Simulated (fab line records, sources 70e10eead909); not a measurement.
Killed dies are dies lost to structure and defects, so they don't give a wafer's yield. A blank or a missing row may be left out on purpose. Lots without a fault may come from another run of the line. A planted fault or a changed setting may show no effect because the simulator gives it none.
One fault seen from 2 desks | flow nand_harc | each desk has only its own numbers; what lay behind them comes last

THE TOOL OWNER'S DESK: rie_diel-13
The tool's own readings at NHARC_P_M2_ETCH_28 (etches the open film in CF4/N2, target depth 30 nm, time 72.99 s): means of the sampled wafers that have a number, for each lot that ran on this tool. A lot is out of limits, marked OUT, if its mean lies more than 4 standard deviations from the usual mean; the brackets give that distance.
Columns: A = chamber_pressure_mTorr at NHARC_P_M2_ETCH_28, usual 30.002 mTorr; B = drypump_motor_current_A at NHARC_P_M2_ETCH_28, usual 5.8 A; C = oes_product_au at NHARC_P_M2_ETCH_28, usual 0.997 a.u.; D = rf_vpp_V at NHARC_P_M2_ETCH_28, usual 314.6 V; E = run_length_s at NHARC_P_M2_ETCH_28, usual 94.2 s; F = showerhead_plenum_p_Torr at NHARC_P_M2_ETCH_28, usual 2.66 Torr; G = throttle_valve_pct at NHARC_P_M2_ETCH_28, usual 19.794 %
lot  | first seen here | A      | B   | C     | D     | E              | F    | G
L277 | day 7 01:20     | 30.008 | 5.6 | 1.007 | 315.7 | 94.1           | 2.65 | 19.785
L282 | day 8 22:14     | 30.015 | 5.9 | 1.005 | 315.0 | 94.4           | 2.69 | 19.801
L289 | day 11 17:13    | 30.012 | 5.7 | 0.988 | 312.8 | 86.4 (-16) OUT | 2.58 | 19.797
L290 | day 12 17:32    | 30.020 | 5.6 | 1.000 | 313.9 | 86.2 (-16) OUT | 2.58 | 19.794
L299 | day 15 20:45    | 30.015 | 5.9 | 1.002 | 313.5 | 93.7           | 2.57 | 19.794
This desk's finding: out of limits on L289, L290; first on L289, day 11 17:13 (run_length_s at NHARC_P_M2_ETCH_28). In limits: L277, L282, L299.

THE DEFECT DESK
What the inspections along the route counted, lot by lot: means of the sampled wafers that have a number. A lot is out of limits, marked OUT, if its mean lies more than 4 standard deviations from the usual mean; the brackets give that distance.
Columns: A = raw_defect_count at NHARC_P_M1_INSPECT_27, usual 305; B = raw_defect_count at NHARC_P_M2_INSPECT_11, usual 5
lot  | first seen here | A   | B
L276 | day 6 08:47     | 613 | 9
L277 | day 6 23:05     | 275 | 3
L278 | day 7 01:52     | 248 | 2
L281 | day 8 08:38     | 166 | 7
L282 | day 8 20:03     | 254 | 5
L285 | day 10 02:40    | 341 | 2
L286 | day 10 16:19    | 248 | 3
L289 | day 11 15:01    | 394 | 6
L290 | day 12 15:24    | 325 | 2
L298 | day 15 11:30    | 183 | 9
L299 | day 15 18:34    | 396 | 7
This desk's finding: nothing out of limits on any of the 11 lots.

PUT TOGETHER
The tool owner's desk could have raised an alarm at day 11 17:13, on L289, L290.
The defect desk saw nothing out of limits.
The defect desk has L289, L290 on record, within its limits.
Of the lots named, all ran NHARC_P_M2_ETCH_28 on rie_diel-13.

WHAT THE SIMULATOR HAD PUT IN
Process parameter drift: rie_diel-13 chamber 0, from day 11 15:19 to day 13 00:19, at NHARC_P_M2_ETCH_28. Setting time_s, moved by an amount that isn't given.
Lots struck among those shown: L289, L290.
Hours from the fault's start to each desk's first reading out of limits: the tool owner's desk, 2.
